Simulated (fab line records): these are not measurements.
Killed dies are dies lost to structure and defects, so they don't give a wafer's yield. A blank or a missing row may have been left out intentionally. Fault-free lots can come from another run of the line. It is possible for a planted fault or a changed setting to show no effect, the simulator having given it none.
Which of the tools did it? || flow nand-harc || at 1 step of a route of 1159, 6 lots with 17 wafers sampled

WHAT EACH GAUGE READ, for each wafer
NHARC_A_BLC_INSPECT_12.
{"lot": "L812", "measured": "day 17 19:44", "on": "defect-inspect-01", "raw-defect-count": "30 25 22"}
{"lot": "L814", "measured": "day 19 00:13", "on": "defect-inspect-01", "raw-defect-count": "8 12 13"}
{"lot": "L818", "measured": "day 19 23:10", "on": "defect-inspect-02", "raw-defect-count": "44 54 39"}
{"lot": "L821", "measured": "day 20 20:38", "on": "defect-inspect-01", "raw-defect-count": "34 33"}
{"lot": "L829", "measured": "day 22 10:57", "on": "defect-inspect-02", "raw-defect-count": "70 48 72"}
{"lot": "L828", "measured": "day 22 19:00", "on": "defect-inspect-01", "raw-defect-count": "67 72 59"}

TOOL THAT RAN EACH LOT (tool first, then ch and the chambers of the sampled wafers, then the start)
No process step before these readings appears in the record.

THE ANSWER, worked out from the rows above alone
Rule: the usual values come from the lots themselves. Put in order of their means at a reading, lots are off if they are a third of the lots or fewer, leave a main group of 4 or more, and stand apart from it by a gap of 3 or more times the standard deviation of the main group's means; of several such gaps the widest counts. The tables above print the reading to a certain number of digits; a main group whose means all agree to those digits is not used. Also off: a lot with no number at a reading for which 4 or more lots have one. Any other lot the step has rows for is counted as sound.
None of the lots is off at any reading shown; this tells nothing.

WHAT THE SIMULATOR HAD INSERTED
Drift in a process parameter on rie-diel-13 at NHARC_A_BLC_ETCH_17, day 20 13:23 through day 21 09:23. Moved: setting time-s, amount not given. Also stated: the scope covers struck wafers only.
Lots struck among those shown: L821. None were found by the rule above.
